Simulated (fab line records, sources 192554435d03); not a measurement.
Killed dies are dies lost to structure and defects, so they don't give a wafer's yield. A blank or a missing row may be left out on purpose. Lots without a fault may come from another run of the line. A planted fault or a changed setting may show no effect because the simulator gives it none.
Split-lot experiment | flow n5_finfet | 7 lots, 21 wafers read, on a route of 1938 steps

THE SPLIT
At N5_BEOL_M1_ILD_DEP_00 (deposits SiOC from DEMS/O2, target thk 79 nm, time 15.3 s), the setting time_s was moved away from the recipe's 15.3 s on 8 of the 21 wafers read, by -4.8% to +10.4%. The other wafers ran this setting at the recipe's value.

The file shows no step between the split and the reading.

THE READING
M1_ILD_THK, in nm, at N5_BEOL_M1_THK_MEAS_01. Fault-free wafers of this fab line usually give 79.0 nm, standard deviation 0.95 nm.

wafer  | tool, chamber at the split | time_s as run, s | against the recipe | M1_ILD_THK, nm | against lot-mates on the recipe
L076.1 | pecvd-03, 2                | 15.89            | +3.9%              | 81.7           | +1.6
L076.3 | pecvd-03, 0                | 15.89            | +3.9%              | 82.2           | +2.1
L076.5 | pecvd-03, 0                | 15.3             | recipe             | 80.1           | -
L085.3 | pecvd-04, 0                | 15.3             | recipe             | 78.1           | -
L085.4 | pecvd-04, 0                | 15.3             | recipe             | 79.2           | -
L085.6 | pecvd-04, 2                | 14.58            | -4.7%              | 76.3           | -2.4
L086.1 | pecvd-03, 2                | 16.89            | +10.4%             | 86.0           | +7.7
L086.2 | pecvd-03, 1,0              | 15.3             | recipe             | 78.3           | -
L086.3 | pecvd-03, 1,0              | 15.3             | recipe             | 78.4           | -
L090.3 | pecvd-02, 1                | 15.3             | recipe             | 78.5           | -
L090.4 | pecvd-02, 1                | 15.3             | recipe             | 80.3           | -
L090.5 | pecvd-02, 0                | 15.3             | recipe             | 79.5           | -
L092.2 | pecvd-03, 1                | 16.34            | +6.8%              | 82.4           | +4.1
L092.3 | pecvd-03, 0                | 16.34            | +6.8%              | 84.6           | +6.3
L092.6 | pecvd-03, 0                | 15.3             | recipe             | 78.3           | -
L095.4 | pecvd-03, 0,2              | 15.3             | recipe             | 79.2           | -
L095.5 | pecvd-03, 1                | 15.3             | recipe             | 79.9           | -
L095.6 | pecvd-03, 0,2              | 15.3             | recipe             | 79.2           | -
L097.1 | pecvd-04, 2                | 14.57            | -4.8%              | 74.8           | -4.4
L097.4 | pecvd-04, 2                | 15.3             | recipe             | 79.2           | -
L097.5 | pecvd-04, 0                | 14.57            | -4.8%              | 75.6           | -3.6
Where a row lists several chambers, the file gives one row for several wafers and doesn't say which wafer went through which chamber.

THE FIT
A straight line over all 21 wafers: M1_ILD_THK changes by +0.688 nm for each +1% of time_s; r = +0.96; the points scatter about the line by 0.74 nm.
The same after taking each lot's own level away (the mean of its wafers on the recipe; 21 wafers): +0.721 nm for each +1%; r = +0.97; scatter 0.69 nm.
On that fit, the largest move of time_s shifts the reading by 7.5 nm.
The lots' own levels span 78.30 to 80.10 nm, that is 1.9 times the standard deviation above.
So the lot-to-lot level changes the slope little: the two slopes agree.
Check: with one of the wafers moved furthest among these (+10.4%) left out of the fit, the line predicts +7.31 nm for it against its lot-mates. It came out at +7.65 nm against them.

OTHER SPLITS ON THESE WAFERS
These wafers also went through other splits before the reading. Each is held against what the fit with the lots' levels taken away leaves over:
other split on the same wafers          | wafers away from the commonest value | r with M1_ILD_THK (lot level and that fit taken away)
N5_SD_EPI_N_PEB_07 peb_time_s           | 6                                    | +0.02
N5_SD_EPI_P_EPI_21 epi_growth_time_s    | 6                                    | +0.23
N5_HKMG_FIN_ETCH_54 source_w            | 8                                    | -0.20
N5_HKMG_FIN_COAT_85 spin_rpm            | 10                                   | -0.07
N5_GATE_CUT_COAT_27 spin_rpm            | 8                                    | -0.53
N5_BEOL_M0_SAQP_HM_DEP_02 target_thk_a  | 9                                    | +0.00
N5_BEOL_M0_SAQP_ETCH_106 target_depth_a | 6                                    | +0.38

THE WHOLE CHAIN: every reading that the file lists as answering this split, in the file's order
step                   | what it does                                              | reading                                                                            | change (the file's fit)               | r (the file's)
N5_BEOL_M1_ILD_DEP_00  | deposits SiOC from DEMS/O2, target thk 79 nm, time 15.3 s | SiOC_of_BEOL_M1_ILD_DEP_00.thk_nm (the simulator's own value, which no gauge read) | +0.721 nm for each +1% of the setting | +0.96
N5_BEOL_M1_THK_MEAS_01 |                                                           | M1_ILD_THK                                                                         | +0.71 for each +1% of the setting     | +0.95

THE FILE'S OWN FIT
M1_ILD_THK changes by +0.71 nm for each +1% of time_s, r = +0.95.
